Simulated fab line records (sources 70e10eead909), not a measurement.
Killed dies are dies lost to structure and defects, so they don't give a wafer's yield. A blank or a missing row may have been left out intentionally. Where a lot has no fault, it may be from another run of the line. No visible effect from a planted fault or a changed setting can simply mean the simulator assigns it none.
Matching of chambers -- flow nand harc -- NHARC_A_CONTACT_CMP_20 on cmp-02 has 4 sister chambers
The step polishes, t overpolish 30 s, target thk 300 nm. 8 wafers are shown with their chamber, then 7 later ones without.

WAFERS, EACH WITH ITS CHAMBER
wafer,chamber,motor current A (A),time to endpoint s (s)
L825.6,0,11.8,59.4
L827.1,2,11.9,61.5
L827.6,0,11.8,57.7
L829.1,3,12.7,59.1
L829.2,1,12.9,56.3
L829.4,2,12.2,58.1
L843.1,1,12.3,59.2
L843.2,3,13.1,60.9

WAFERS MISSING THEIR CHAMBER
wafer,motor current A (A),time to endpoint s (s)
L843.3,12.7,59.5
L842.1,12.4,61.6
L842.2,12.1,58.6
L842.4,13.0,63.0
L844.1,13.2,62.7
L844.3,12.1,59.2
L844.4,11.4,61.6

EACH ONE'S CHAMBER
wafer,from the rows above,in truth
L843.3,can't be placed: 3 or 1 or 2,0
L842.1,can't be placed: 2 or 3 or 1 or 0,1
L842.2,can't be placed: 2 or 0 or 1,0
L842.4,can't be placed: 3 or 1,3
L844.1,can't be placed: 3 or 1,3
L844.3,can't be placed: 2 or 0 or 1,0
L844.4,can't be placed: 0 or 2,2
Correct placement for 0 of the 7. From these rows, 7 cannot be placed; in 6 the true chamber is one of the candidates. 0 placed wrongly.
How it was worked out, from the rows above alone: a wafer's distance from a chamber is the root of the sum, over the readings, of the square of ((its reading less the chamber's mean) divided by the reading's scatter). If the next closest chamber is less than 2 further off than the closest, the wafer can't be placed; otherwise it belongs to the closest. Each chamber's mean is taken over the wafers shown for it. The scatter: take each reading less its chamber's mean, square it, sum over the shown wafers, divide by the number of wafers less the number of chambers, and take the root.
